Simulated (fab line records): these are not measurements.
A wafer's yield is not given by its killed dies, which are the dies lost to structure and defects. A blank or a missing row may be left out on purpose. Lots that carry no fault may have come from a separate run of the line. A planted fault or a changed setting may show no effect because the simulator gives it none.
fab line records -- flow nand-harc
record lots=5, wafers=13, last-day=23
route steps=1159 shown P_STI@92 P_GATE@110 A_CHANNEL_HOLE_D1@483
lots with no fault: from the same line, run without faults
start-h: start of the lot's first displayed wafer, in hours after the record's first day -- wait-h: hours since the lot's step before -- " unchanged from the row above -- L1.1+2: several wafers, shown together as one row -- - value missing, or start not given -- * or withheld: withheld -- < > ~ a bound
route shown NAME@n: names a module that has steps shown in the file, with the first one's number in the route -- usual: the fault-free wafers' mean and standard deviation -- same: alike in all rows -- chamber/n: place in a boat -- sites: readings site by site -- _std_site: the values' standard deviation -- _edge_site: mean of outer sites minus mean of inner sites -- radius-mm: how far each site lies from the wafer's centre -- mask NAME#n: copy n -- behind: the last tool/chamber to shape the wafer -- hold: the reason the lot was held/the length of the hold in hours/how it ended -- device: the transistor (n, p or np) that didn't switch -- end of line: at the end of the route, the tests of the same wafers -- a step given without rows: its recipe and nothing more -- killed: at the first sort, the dies lost to defects and structure; wafer yield is something else -- map: dies across one wafer; x = killed, . = not, _ = none there
set.NAME: the setting that was run; set.NAME@STEP: the one run at that earlier step -- model.NAME: the simulator's own value behind a step, which no gauge read
lots at some steps of the route; a table a step, a row a wafer
services: the hour from which a tool's chamber was out of use, counted from the record's first day as start-h (under 0 if before that day), plus the number of hours and why
## steps
# step NHARC_P_STI_OCD_MEAS_17
# usual trench-depth-nm=299/5.8, trench-foot-cd-nm=159/3.3
lot.wafer,tool,chamber,start-h,wait-h,trench-depth-nm,trench-foot-cd-nm
L516.1,ocd-02,-,59.00,0.1,310,153
L516.2,ocd-02,-,59.00,0.1,296,156
L516.4,ocd-02,-,59.00,0.1,312,158
L521.1,ocd-01,-,89.77,0.1,296,163
L521.3,ocd-01,-,89.77,0.1,305,162
L521.4,ocd-01,-,89.77,0.1,292,165
L525.4,ocd-01,-,115.23,0.1,302,156
L530.3,ocd-02,-,144.44,0.1,297,162
L530.5,ocd-02,-,144.44,0.1,307,161
L530.6,ocd-02,-,144.44,0.1,298,162
L532.2,ocd-02,-,152.14,0.1,308,164
L532.3,ocd-02,-,152.14,0.1,296,164
L532.5,ocd-02,-,152.14,0.1,306,165
# step NHARC_P_STI_STRIP_19
# recipe time-s=900, temp-c=130, chemistry=SPM
# step NHARC_P_STI_PRECLEAN_32
# recipe time-s=*, temp-c=50, bath-age-min=0, chemistry=SC1
# step NHARC_P_STI_SRD_23
# step NHARC_P_STI_OCD_MEAS_43
# usual trench-depth-nm=299/5.8, trench-foot-cd-nm=159/3.3
lot.wafer,tool,chamber,start-h,wait-h,trench-depth-nm,trench-foot-cd-nm
L516.1,ocd-02,-,59.51,-,310,152
L516.2,ocd-02,-,59.51,-,297,156
L516.4,ocd-02,-,59.51,-,311,159
L521.1,ocd-02,-,90.27,-,296,163
L521.3,ocd-02,-,90.27,-,305,162
L521.4,ocd-02,-,90.27,-,292,165
L525.4,ocd-02,-,115.74,-,301,156
L530.3,ocd-01,-,144.95,-,297,163
L530.5,ocd-01,-,144.95,-,307,161
L530.6,ocd-01,-,144.95,-,298,162
L532.2,ocd-02,-,152.65,-,308,164
L532.3,ocd-02,-,152.65,-,296,164
L532.5,ocd-02,-,152.65,-,305,164
# step NHARC_P_STI_OXIDE_33
# recipe target-thk-a=100, temp-c=1000, ox-time-s=281, material=SiO2
# step NHARC_P_STI_HDPCVD_20
# recipe target-thk-a=withheld, sigma-open-frac=withheld, material=SiO2
# step NHARC_P_STI_ANNEAL_34
# recipe temp-c=1000, time-s=1800
# step NHARC_P_STI_CMP_21
# recipe t-overpolish-s=20, target-thk-nm=380.67
# usual motor-current-A=12.0/0.87, overpolish-run-s=20.000/0.009
lot.wafer,tool,chamber,start-h,wait-h,motor-current-A,overpolish-run-s
L516.4,cmp-01,1,80.04,0.4,13.0,20.011
L516.2,cmp-01,2,80.04,0.4,10.7,20.005
L516.1,cmp-01,0,80.04,0.4,12.5,20.013
L521.3,cmp-02,2,110.54,0.4,12.8,19.992
L521.1,cmp-02,3,110.54,0.4,13.1,20.019
L521.4,cmp-02,0,110.54,0.4,12.5,19.994
L525.4,cmp-04,2,133.23,0.4,11.5,20.017
L530.3,cmp-01,1,164.22,0.4,13.8,19.987
L530.5,cmp-01,2,164.22,0.4,11.2,20.002
L530.6,cmp-01,3,164.22,0.4,10.8,20.006
L532.2,cmp-02,3,171.23,0.4,13.0,20.004
L532.3,cmp-02,0,171.23,0.4,12.1,20.014
L532.5,cmp-02,1,171.23,0.4,11.3,19.995
# step NHARC_P_STI_SRD_35
# step NHARC_P_STI_ETCH_36
# recipe target-depth-a=388, chemistry=dHF, material=SiO2
# step NHARC_P_STI_STRIP_24
# recipe temp-c=160, chemistry=H3PO4, material=Si3N4
lot.wafer,tool,chamber,start-h,wait-h
L516.4+2+1,wet-bench-04,"3,4,7",80.38,0.0
L521.1+4+3,wet-bench-01,"4,0,1",110.85,0.0
L525.4,wet-bench-01,1,133.57,0.0
L530.6+3+5,wet-bench-05,"3,5,7",164.49,0.0
L532.3+2+5,wet-bench-04,"7,2,4",171.52,0.0
# step NHARC_P_STI_ETCH_37
# recipe target-depth-a=110, chemistry=dHF, material=SiO2
# step NHARC_P_STI_PRECLEAN_38
# recipe time-s=*, temp-c=50, bath-age-min=0, chemistry=SC1
# step NHARC_P_STI_SRD_39
# step NHARC_P_STI_OXIDE_40
# recipe target-thk-a=100, temp-c=900, ox-time-s=1362, material=SiO2
# step NHARC_P_STI_INSPECT_25
# usual raw-defect-count=209/68
lot.wafer,tool,chamber,start-h,wait-h,raw-defect-count
L516.1,defect-inspect-01,-,88.58,0.4,219
L516.2,defect-inspect-01,-,88.58,0.4,179
L516.4,defect-inspect-01,-,88.58,0.4,208
L521.1,defect-inspect-02,-,119.65,0.4,123
L521.3,defect-inspect-02,-,119.65,0.4,127
L521.4,defect-inspect-02,-,119.65,0.4,111
L525.4,defect-inspect-02,-,141.66,0.4,465
L530.3,defect-inspect-02,-,174.85,0.4,200
L530.5,defect-inspect-02,-,174.85,0.4,305
L530.6,defect-inspect-02,-,174.85,0.4,241
L532.2,defect-inspect-02,-,179.52,0.4,210
L532.3,defect-inspect-02,-,179.52,0.4,242
L532.5,defect-inspect-02,-,179.52,0.4,314
# step NHARC_P_GATE_ETCH_69
# recipe target-depth-a=140, chemistry=dHF, material=SiO2
# step NHARC_P_GATE_PRECLEAN_70
# recipe time-s=*, temp-c=50, bath-age-min=0, chemistry=SC1
# step NHARC_P_GATE_SRD_01
# step NHARC_P_GATE_OXIDE_02
# recipe target-thk-a=375, temp-c=950, p-h2o-torr=720, ox-time-s=365, material=SiO2
# step NHARC_P_GATE_DEHYDRATE_03
# recipe temp-c=150, time-s=120
# step NHARC_P_GATE_HMDS_04
# recipe time-s=30
# step NHARC_P_GATE_COAT_05
# recipe spin-rpm=4690
# step NHARC_P_GATE_SOFTBAKE_06
# recipe temp-c=122, time-s=95
# step NHARC_P_GATE_EBR_07
# step NHARC_P_GATE_EXPOSE_08
# recipe na=0.6, dose-mj=16.75, mask-id=P_HV
# step NHARC_P_GATE_PEB_09
# recipe peb-temp-c=118, peb-time-s=85
# step NHARC_P_GATE_DEVELOP_10
# recipe time-s=70
# step NHARC_P_GATE_CD_MEAS_11
# recipe target-cd-nm=1640, landing-energy-ev=500
# usual cd-nm=1641.3/2.3
lot.wafer,tool,chamber,start-h,wait-h,cd-nm
L516.1,cd-sem-03,0,96.85,-,1642.3
L516.2,cd-sem-03,0,96.85,-,1637.9
L516.4,cd-sem-03,0,96.85,-,1641.9
L521.1,cd-sem-01,0,128.91,-,1644.7
L521.3,cd-sem-01,0,128.91,-,1638.9
L521.4,cd-sem-01,0,128.91,-,1639.4
L525.4,cd-sem-03,0,149.68,-,1642.6
L530.3,cd-sem-01,0,183.11,-,1645.9
L530.5,cd-sem-01,0,183.11,-,1639.7
L530.6,cd-sem-01,0,183.11,-,1641.0
L532.2,cd-sem-02,0,187.93,-,1641.5
L532.3,cd-sem-02,0,187.93,-,1639.8
L532.5,cd-sem-02,0,187.93,-,1638.9
# step NHARC_P_GATE_HARDBAKE_12
# recipe temp-c=125, time-s=80
# step NHARC_P_GATE_DESCUM_13
# recipe time-s=3, o2-flow-sccm=200, ar-flow-sccm=0, bias-power-w=0, chemistry=O2
# usual drypump-motor-current-A=5.49/0.28, o2-flow-sccm=200.0/0.61, oes-product-au=0.999/0.012, rf-vpp-V=57.6/0.96, showerhead-plenum-p-Torr=1.87/0.077, throttle-valve-pct=11.311/0.0095
# same bias-power-w=0
lot.wafer,tool,chamber,start-h,wait-h,drypump-motor-current-A,o2-flow-sccm,oes-product-au,rf-hours-counter-h,rf-vpp-V,showerhead-plenum-p-Torr,throttle-valve-pct
L516.1,rie-diel-11,3,97.01,-,5.12,200.4,0.994,13,57.8,1.83,11.315
L516.2,rie-diel-11,0,97.01,-,5.65,200.1,1.011,12,57.0,1.78,11.306
L516.4,rie-diel-11,2,97.01,-,5.18,199.5,0.992,13,57.1,1.89,11.305
L521.3,rie-diel-11,3,129.07,-,5.12,200.2,0.985,19,57.3,1.82,11.300
L521.1,rie-diel-11,0,129.07,-,5.67,199.5,0.996,18,56.9,1.78,11.317
L521.4,rie-diel-11,2,129.07,-,5.24,199.5,0.993,19,56.3,1.89,11.311
L525.4,rie-diel-11,0,149.86,-,5.62,198.3,1.016,21,58.2,1.78,11.330
L530.3,rie-diel-05,0,183.30,-,5.59,200.8,0.968,1,57.4,1.83,11.314
L530.6,rie-diel-05,1,183.30,-,5.42,200.2,1.018,-,58.3,1.90,11.308
L530.5,rie-diel-05,2,183.30,-,5.73,199.8,1.003,-,57.8,2.03,11.306
L532.2,rie-diel-11,1,188.10,-,5.78,198.8,0.996,28,57.2,1.87,11.319
L532.3,rie-diel-11,2,188.10,-,5.21,200.3,0.987,29,56.8,1.89,11.306
L532.5,rie-diel-11,1,188.10,-,5.76,200.0,0.986,-,58.1,1.87,11.306
# step NHARC_P_GATE_ETCH_14
# recipe target-depth-a=488, chemistry=dHF, material=SiO2
# step NHARC_P_GATE_STRIP_15
# recipe time-s=780, temp-c=130, chemistry=SPM
# step NHARC_P_GATE_PRECLEAN_71
# recipe time-s=*, temp-c=50, bath-age-min=0, chemistry=SC1
# step NHARC_P_GATE_SRD_72
# step NHARC_P_GATE_OXIDE_16
# recipe target-thk-a=30, temp-c=875, ox-time-s=392, material=SiO2
# step NHARC_P_GATE_CVD_17
# recipe target-thk-a=1500, temp-c=620, time-s=900, material=poly-Si
# step NHARC_P_GATE_HM_DEP_102
# recipe target-thk-a=1200, temp-c=400, material=aC
# usual throttle-valve-pct=35.001/0.0089
lot.wafer,tool,chamber,start-h,wait-h,throttle-valve-pct
L516.1,acl-dep-02,0,110.17,1.3,35.016
L516.2,acl-dep-02,0,110.17,1.3,34.990
L516.4,acl-dep-02,0,110.17,1.3,35.005
L521.1,acl-dep-02,0,142.24,0.4,35.011
L521.3,acl-dep-02,0,142.24,0.4,35.006
L521.4,acl-dep-02,0,142.24,0.4,35.000
L525.4,acl-dep-03,0,162.57,0.7,35.004
L530.3,acl-dep-02,0,197.07,2.0,34.999
L530.5,acl-dep-02,0,197.07,2.0,35.014
L530.6,acl-dep-02,0,197.07,2.0,34.990
L532.2,acl-dep-01,0,200.06,0.5,35.008
L532.3,acl-dep-01,0,200.06,0.5,34.987
L532.5,acl-dep-01,0,200.06,0.5,35.009
# step NHARC_P_GATE_DEP_103
# recipe target-thk-a=300, target-thk-nm=30, temp-c=400, flow-sccm=200, rf-w=350, material=SiON
# usual heater-power-w=750/73
lot.wafer,tool,chamber,start-h,wait-h,heater-power-w
L516.2,pecvd-02,0,110.85,0.5,698
L516.1,pecvd-02,1,110.85,0.5,622
L516.4,pecvd-02,1,110.85,0.5,632
L521.1,pecvd-01,1,142.91,0.6,731
L521.3,pecvd-01,2,142.91,0.6,786
L521.4,pecvd-01,2,142.91,0.6,799
L525.4,pecvd-01,2,163.03,0.3,781
L530.3,pecvd-01,1,197.52,0.3,835
L530.6,pecvd-01,1,197.52,0.3,683
L530.5,pecvd-01,2,197.52,0.3,819
L532.2,pecvd-01,1,200.65,0.5,697
L532.3,pecvd-01,2,200.65,0.5,753
L532.5,pecvd-01,1,200.65,0.5,706
# step NHARC_P_GATE_DEHYDRATE_18
# recipe temp-c=150, time-s=120
# step NHARC_P_GATE_INSPECT_28
# usual raw-defect-count=5.2/2.5
lot.wafer,tool,chamber,start-h,wait-h,hold,raw-defect-count
L516.1,defect-inspect-02,-,111.77,0.0,-,7
L516.2,defect-inspect-02,-,111.77,0.0,-,2
L516.4,defect-inspect-02,-,111.77,0.0,-,4
L521.1,defect-inspect-02,-,143.71,0.0,-,2
L521.3,defect-inspect-02,-,143.71,0.0,-,7
L521.4,defect-inspect-02,-,143.71,0.0,-,5
L525.4,defect-inspect-02,-,163.71,0.0,await-dispo/0.2h/release,329
L525.4,defect-inspect-02,-,163.89,0.2,-,319
L530.3,defect-inspect-02,-,198.20,0.0,-,2
L530.5,defect-inspect-02,-,198.20,0.0,-,1
L530.6,defect-inspect-02,-,198.20,0.0,-,4
L532.2,defect-inspect-01,-,201.59,0.0,-,4
L532.3,defect-inspect-01,-,201.59,0.0,-,7
L532.5,defect-inspect-01,-,201.59,0.0,-,3
# step NHARC_P_GATE_DESCUM_31
# recipe time-s=3, o2-flow-sccm=200, ar-flow-sccm=0, bias-power-w=0, chemistry=O2
# usual drypump-motor-current-A=5.51/0.27, o2-flow-sccm=199.9/0.61, oes-product-au=1.002/0.012, rf-vpp-V=57.8/0.91, showerhead-plenum-p-Torr=1.88/0.09, throttle-valve-pct=11.312/0.0098
# same bias-power-w=0
lot.wafer,tool,chamber,start-h,wait-h,hold,drypump-motor-current-A,o2-flow-sccm,oes-product-au,rf-hours-counter-h,rf-vpp-V,showerhead-plenum-p-Torr,throttle-valve-pct
L516.2,rie-diel-05,3,111.86,0.1,-,5.36,199.4,1.018,43,56.3,1.77,11.297
L516.4,rie-diel-05,0,111.86,0.1,-,5.63,199.4,1.012,41,58.1,1.83,11.320
L516.1,rie-diel-05,1,111.86,0.1,-,5.43,198.5,0.991,45,58.2,1.91,11.317
L521.4,rie-diel-11,2,143.77,0.1,-,5.21,200.3,0.988,21,56.2,1.89,11.292
L521.1,rie-diel-11,0,143.77,0.1,-,5.63,200.1,1.013,20,55.4,1.78,11.316
L521.3,rie-diel-11,1,143.77,0.1,-,5.78,200.3,0.986,20,56.5,1.87,11.308
L525.4,rie-diel-05,1,166.73,2.8,await-dispo/2.7h/release,5.42,199.9,1.001,61,57.8,1.90,11.308
L530.3,rie-diel-05,1,198.31,0.1,-,5.44,199.7,1.005,6,57.6,1.90,11.306
L530.5,rie-diel-05,3,198.31,0.1,-,5.39,200.2,1.012,-,58.1,2.07,11.298
L530.6,rie-diel-05,0,198.31,0.1,-,5.62,200.2,0.984,-,57.6,1.83,11.289
L532.2,rie-diel-11,2,201.65,0.1,-,5.23,199.5,1.001,0,58.4,1.89,11.326
L532.3,rie-diel-11,1,201.65,0.1,-,5.77,199.7,1.001,1,58.0,1.87,11.329
L532.5,rie-diel-11,3,201.65,0.1,-,5.11,199.3,1.005,-,55.9,1.82,11.323
# step NHARC_P_GATE_DESCUM_93
# recipe time-s=3, o2-flow-sccm=200, ar-flow-sccm=0, bias-power-w=0, chemistry=O2
# usual drypump-motor-current-A=5.52/0.28, o2-flow-sccm=200.1/0.62, oes-product-au=1.000/0.011, rf-vpp-V=57.6/0.95, showerhead-plenum-p-Torr=1.87/0.079, throttle-valve-pct=11.311/0.0089
# same bias-power-w=0
lot.wafer,tool,chamber,start-h,wait-h,drypump-motor-current-A,o2-flow-sccm,oes-product-au,rf-hours-counter-h,rf-vpp-V,showerhead-plenum-p-Torr,throttle-valve-pct,model.P_GATE.cd-nm
L516.2,rie-diel-11,0,127.72,-,5.64,199.9,1.016,18,58.0,1.78,11.307,1997
L516.1,rie-diel-11,2,127.72,-,5.18,200.2,0.993,19,57.3,1.89,11.315,2000
L516.4,rie-diel-11,3,127.72,-,5.11,199.8,1.006,19,57.2,1.82,11.295,2000
L521.1,rie-diel-11,2,160.85,-,5.19,200.2,0.981,24,57.9,1.89,11.304,2003
L521.4,rie-diel-11,3,160.85,-,5.12,199.5,0.998,25,57.5,1.82,11.302,1999
L521.3,rie-diel-11,1,160.85,-,5.78,200.0,0.992,24,56.8,1.87,11.313,2002
L525.4,rie-diel-11,3,198.54,-,5.13,200.6,0.987,28,56.8,1.82,11.301,2000
L530.3,rie-diel-11,1,213.97,-,5.77,200.1,0.996,2,58.6,1.87,11.296,2002
L530.6,rie-diel-11,3,213.97,-,5.10,200.0,0.999,-,58.9,1.82,11.306,1997
L530.5,rie-diel-11,0,213.97,-,5.63,199.9,1.016,-,56.8,1.78,11.316,2000
L532.2,rie-diel-11,2,217.25,-,5.19,198.7,0.995,3,57.4,1.89,11.304,2003
L532.3,rie-diel-11,3,217.25,-,5.12,200.7,0.998,3,56.8,1.82,11.312,715.6
L532.5,rie-diel-11,1,217.25,-,5.80,200.1,1.009,-,56.8,1.87,11.309,2008
# step NHARC_P_GATE_INSPECT_68
# usual raw-defect-count=188/65
lot.wafer,tool,chamber,start-h,wait-h,raw-defect-count
L516.1,defect-inspect-01,-,130.78,0.2,245
L516.2,defect-inspect-01,-,130.78,0.2,171
L516.4,defect-inspect-01,-,130.78,0.2,189
L521.1,defect-inspect-02,-,164.59,0.2,124
L521.3,defect-inspect-02,-,164.59,0.2,103
L521.4,defect-inspect-02,-,164.59,0.2,100
L525.4,defect-inspect-02,-,202.88,0.1,454
L530.3,defect-inspect-02,-,217.20,0.1,171
L530.5,defect-inspect-02,-,217.20,0.1,259
L530.6,defect-inspect-02,-,217.20,0.1,215
L532.2,defect-inspect-02,-,220.29,0.1,177
L532.3,defect-inspect-02,-,220.29,0.1,206
L532.5,defect-inspect-02,-,220.29,0.1,292
# step NHARC_A_CHANNEL_HOLE_D1_ETCH_44
# recipe target-depth-a=1400, overetch-a=140, time-s=77, ion-energy-ev=100, cf4-flow-sccm=80, o2-flow-sccm=20, ar-flow-sccm=0, rf-w=300, bias-w=100, chemistry=CF4/O2
# usual drypump-motor-current-A=5.5/0.37, o2-flow-sccm=20.00/0.058, oes_ar_750_au=1.001/0.0045, oes-product-au=1.002/0.016, rf-vpp-V=198.2/1.3, showerhead-plenum-p-Torr=1.35/0.047, throttle-valve-pct=13.398/0.009
lot.wafer,tool,chamber,start-h,wait-h,drypump-motor-current-A,o2-flow-sccm,oes_ar_750_au,oes-product-au,rf-hours-counter-h,rf-vpp-V,showerhead-plenum-p-Torr,throttle-valve-pct,model.A_CHANNEL_HOLE_D1.cd-nm
L516.1,rie-diel-02,0,200.62,0.1,5.7,19.96,1.007,1.006,4,199.2,1.40,13.402,87.25
L516.2,rie-diel-02,1,200.62,0.1,6.1,19.99,1.007,1.010,3,197.5,1.31,13.391,90.16
L516.4,rie-diel-02,2,200.62,0.1,5.6,19.98,1.000,1.013,4,197.3,1.29,13.411,87.23
L521.3,rie-diel-03,3,238.05,0.1,5.7,20.06,1.002,0.971,1,199.2,1.38,13.389,89.86
L521.4,rie-diel-03,0,238.05,0.1,5.4,19.99,0.994,0.961,1,199.2,1.39,13.406,88.79
L521.1,rie-diel-03,1,238.05,0.1,5.6,20.02,1.000,1.005,1,200.0,1.43,13.391,89.24
L525.4,rie-diel-02,3,285.08,0.1,4.8,19.98,1.002,1.025,-,198.5,1.32,13.396,91.26
L532.3,rie-diel-02,3,288.13,0.0,4.8,19.88,0.998,1.026,8,196.5,1.32,13.402,91.21
L532.2,rie-diel-02,0,288.13,0.0,5.7,20.05,0.995,1.003,10,200.7,1.40,13.404,87.42
L532.5,rie-diel-02,3,288.13,0.0,4.7,19.93,0.997,1.022,-,197.8,1.32,13.392,92.38
L530.3,rie-diel-12,2,292.27,0.1,4.9,20.04,1.000,1.013,5,199.8,1.43,13.383,90.75
L530.5,rie-diel-12,2,292.27,0.1,4.9,20.02,0.998,1.004,-,201.3,1.42,13.393,91.27
L530.6,rie-diel-12,3,292.27,0.1,5.4,19.99,1.002,1.020,-,198.2,1.30,13.401,88.56
## services
tool,chamber,start-h,hours,kind
cmp-01,-,67.29,0.6,repair
cmp-02,-,68.54,2.6,repair
rie-diel-11,-,69.80,1.6,repair
cmp-02,-,75.01,4.0,pm
cmp-01,-,82.13,4.0,pm
rie-diel-02,1,85.22,6.8,repair
pecvd-01,0,99.34,8.4,repair
cmp-01,-,104.81,0.3,repair
rie-diel-02,1,113.43,1.4,repair
rie-diel-05,-,115.10,0.3,repair
rie-diel-05,0,115.43,4.8,repair
acl-dep-02,-,140.60,0.7,repair
rie-diel-02,-,150.80,9.0,pm
rie-diel-02,1,161.31,1.3,repair
acl-dep-02,-,169.36,13.0,pm
rie-diel-05,-,171.54,9.0,pm
rie-diel-02,3,175.92,1.8,repair
rie-diel-11,-,185.61,0.6,repair
rie-diel-11,-,189.50,9.0,pm
pecvd-01,-,214.97,0.8,repair
rie-diel-02,3,217.44,7.6,repair
pecvd-01,-,237.00,13.0,pm
rie-diel-02,2,255.79,5.9,repair
rie-diel-05,3,286.36,12.1,repair
## key
first-sign step=NHARC_P_STI_INSPECT_25, reading=raw-defect-count, direction=up, sigmas=3.8, usual=209, struck=465
effect step=NHARC_P_GATE_INSPECT_28, reading=raw-defect-count, direction=up, sigmas=99+, usual=5.2, struck=329
effect step=NHARC_P_GATE_INSPECT_68, reading=raw-defect-count, direction=up, sigmas=4.1, usual=188, struck=454
model-effect step=NHARC_P_GATE_DESCUM_93, value=P_GATE.cd-nm, without=719.4, struck=2000
model-effect step=NHARC_A_CHANNEL_HOLE_D1_ETCH_44, value=A_CHANNEL_HOLE_D1.cd-nm, without=88.89, struck=91.26
met-at NHARC_P_STI_STRIP_24
struck-wafers L525.4
sort-left-out L525.4
tester-left-out L525
onset-between 110.85 133.57
also-fits NHARC_P_STI_CMP_21:cmp-04
fault kind=chamber-particle-source, tool=wet-bench-01, chamber=1, onset-h=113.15, steps=NHARC_P_STI_STRIP_24, rate-per-visit-cm2=0.47186, end-h=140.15
# tester-left-out: of these lots the tester's yield and bins aren't shown, on N5 and GAA mostly nor the transistor test; their killed dies are dies lost to structure and defects alone, not to doping, threshold or leakage, so they don't give the yield
# sort-left-out: the simulated sort isn't trusted on such a fault, so these wafers' sort isn't shown, and their yield isn't known
